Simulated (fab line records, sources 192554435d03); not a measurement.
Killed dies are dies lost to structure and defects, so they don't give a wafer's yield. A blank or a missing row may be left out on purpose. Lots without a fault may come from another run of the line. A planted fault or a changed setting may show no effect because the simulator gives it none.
Which tool did it? | flow n5_finfet | 10 lots, 30 wafers sampled, at 4 steps of a route of 1938

WHAT THE GAUGES READ, wafer by wafer
N5_BEOL_M1_THK_MEAS_53: measures by xrf.
lot  | measured     | on            | M1_THK (nm)
L175 | day 6 11:43  | film_metro-02 | 40.2 40.1 38.8
L176 | day 6 12:56  | film_metro-01 | 37.7 37.4 38.0
L180 | day 7 19:25  | film_metro-01 | 37.8 37.7 38.1
L182 | day 8 12:39  | film_metro-01 | 39.5 40.5 41.4
L183 | day 8 18:01  | film_metro-01 | 38.0 39.0 40.0
L185 | day 9 00:36  | film_metro-02 | 40.9 38.1 41.8
L186 | day 9 05:46  | film_metro-02 | 38.6 40.0 39.1
L188 | day 9 15:58  | film_metro-02 | 40.5 40.4 40.8
L197 | day 11 21:06 | film_metro-01 | 37.7 40.5 40.7
L198 | day 12 06:22 | film_metro-02 | 37.3 37.0 40.0

WHICH TOOL RAN EACH LOT (tool, then ch and the chambers of the sampled wafers, then the start)
lot  | N5_BEOL_M1_ECD_50              | N5_BEOL_M1_ANNEAL_51             | N5_BEOL_M1_CMP_52
L175 | ecd_cu-02 ch 0,1, day 6 11:02  | rtp_anneal-01 ch 0, day 6 11:14  | cmp-02 ch 0,2,3, day 6 11:29
L176 | ecd_cu-01 ch 0,1, day 6 12:14  | rtp_anneal-02 ch 0, day 6 12:22  | cmp-02 ch 0,3, day 6 12:38
L180 | ecd_cu-02 ch 0,1, day 7 18:44  | rtp_anneal-01 ch 0, day 7 18:49  | cmp-02 ch 0,1,2, day 7 19:12
L182 | ecd_cu-02 ch 0,1, day 8 11:59  | rtp_anneal-02 ch 0, day 8 12:08  | cmp-02 ch 0,1,3, day 8 12:26
L183 | ecd_cu-01 ch 0,1, day 8 17:09  | rtp_anneal-02 ch 0, day 8 17:25  | cmp-03 ch 2,3, day 8 17:44
L185 | ecd_cu-02 ch 0,1, day 8 23:43  | rtp_anneal-02 ch 0, day 9 00:01  | cmp-04 ch 0,3, day 9 00:21
L186 | ecd_cu-02 ch 0,1, day 9 05:06  | rtp_anneal-02 ch 0, day 9 05:16  | cmp-03 ch 1,2,3, day 9 05:31
L188 | ecd_cu-02 ch 0,1, day 9 15:14  | rtp_anneal-01 ch 0, day 9 15:23  | cmp-04 ch 0,2,3, day 9 15:41
L197 | ecd_cu-01 ch 0,1, day 11 20:26 | rtp_anneal-01 ch 0, day 11 20:31 | cmp-02 ch 0,1,2, day 11 20:53
L198 | ecd_cu-01 ch 0,1, day 12 05:41 | rtp_anneal-02 ch 0, day 12 05:48 | cmp-03 ch 1,2,3, day 12 06:04
- N5_BEOL_M1_ECD_50: material Cu, target thk 300 nm.
- N5_BEOL_M1_ANNEAL_51: time 90 s.
- N5_BEOL_M1_CMP_52: polishes, stops on SiOC, t overpolish 6.8 s, target thk 40 nm.

THE ANSWER, worked out from the rows above alone
Rule: what is usual is taken from the lots themselves. Put in order of their means at a reading, lots are off if they are a third of the lots or fewer, leave a main group of 4 or more, and stand apart from it by a gap of 3 or more times the standard deviation of the main group's means; of several such gaps the widest counts. A main group whose means are all the same, to the digits that the tables above print for the reading, isn't used. A lot without any number at a reading at which 4 lots or more have one is off too. The other lots that the step has rows for count as sound.
No lot is off at any reading shown: from this, nothing can be told.

WHAT THE SIMULATOR HAD PUT IN
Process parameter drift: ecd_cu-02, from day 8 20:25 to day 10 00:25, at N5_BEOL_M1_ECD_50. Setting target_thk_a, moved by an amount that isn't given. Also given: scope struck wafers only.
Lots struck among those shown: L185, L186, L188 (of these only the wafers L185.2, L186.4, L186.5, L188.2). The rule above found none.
